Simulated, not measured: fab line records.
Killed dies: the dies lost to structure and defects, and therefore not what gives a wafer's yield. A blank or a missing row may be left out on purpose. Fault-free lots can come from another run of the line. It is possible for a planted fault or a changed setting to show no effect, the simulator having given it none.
8D (eight disciplines) problem report, filled in by code    flow nand-harc    the parts of the form that need people (team, actions taken, sign-off) are left out

== 1. WHAT WENT WRONG ==
At NHARC_END_SORT_01, killed-at-array averages 118 over 6 wafers from 2 lots, while fault-free wafers read 26, standard deviation 9.7. Measured from the usual mean, that is +9.5 standard deviations.
The first sign was on wafer L124.1 at day 23 21:55, on prober-01. The record has a number at this step for 6 wafers belonging to 2 lots. The rule behind "out" and "out of limits": a value lying over 4 standard deviations away from the usual mean. The rest of the wafers with a number are treated as sound.

== 2. WHAT IT IS, WHAT IT ISN'T ==
question                     is                            is not
which readings at this step  killed-at-array, killed-dies  killed-at-periphery, killed-open, killed-short
which lots                   L124, L129                    -
which wafers of those lots   all that have a number        -
read on which gauges         prober-01, prober-02          -
when                         from day 23 21:55             up to then (0 sound wafers)

== 3. WHAT RULES OUT EACH SUSPECT ==
Counting: a tool stays on the suspect list if, at a process step up to the reading, it processed all lots that are out and no sound lot following the first of them.
- the gauge at NHARC_END_SORT_01 has been ruled out. Those wafers that are out were read across 2 gauges (prober-01, prober-02).
- har-cap-etch-01 at NHARC_A_CONTACT_ETCH_124 (etches the open film in C4F8/O2/Ar, time 140 s, target depth 700 nm): kept. It ran every lot that is out, first L124 (day 20 16:59), and no sound lot after that.
Remaining after the count: har-cap-etch-01 at NHARC_A_CONTACT_ETCH_124.

== 4. THE CAUSE (what the simulator had put in) ==
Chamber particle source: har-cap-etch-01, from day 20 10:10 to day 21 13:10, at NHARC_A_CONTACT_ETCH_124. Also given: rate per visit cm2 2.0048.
The count eliminated every tool but this one.

== 5. SEQUENCE OF EFFECTS, ordered by route ==
Rows list readings where the struck wafers' mean (over those with a number) sits beyond 3 standard deviations from the usual. Readings are gone through only where the record gives a usual standard deviation; hours: the median, over the lots, of the time from a lot's start at the first step in this table giving one to that lot's start at this step; sigmas: the change measured in usual standard deviations.
hours  step               reading          usual  on struck wafers  change  sigmas
0      NHARC_END_SORT_01  killed-at-array  26     118               +92     +9.5
0      NHARC_END_SORT_01  killed-dies      31     122               +91     +9.4

== 6. HOW IT WOULD HAVE BEEN CAUGHT EARLIER ==
In this record the first reading out of limits at a measuring or inspecting step was taken at day 23 21:55, 84 hours after the fault began at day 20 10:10.
The start of NHARC_A_CONTACT_ETCH_124 on har-cap-etch-01 came by day 23 21:55 for every one of the lots that are out (2). Tool hold at that time: it would have spared none of them.
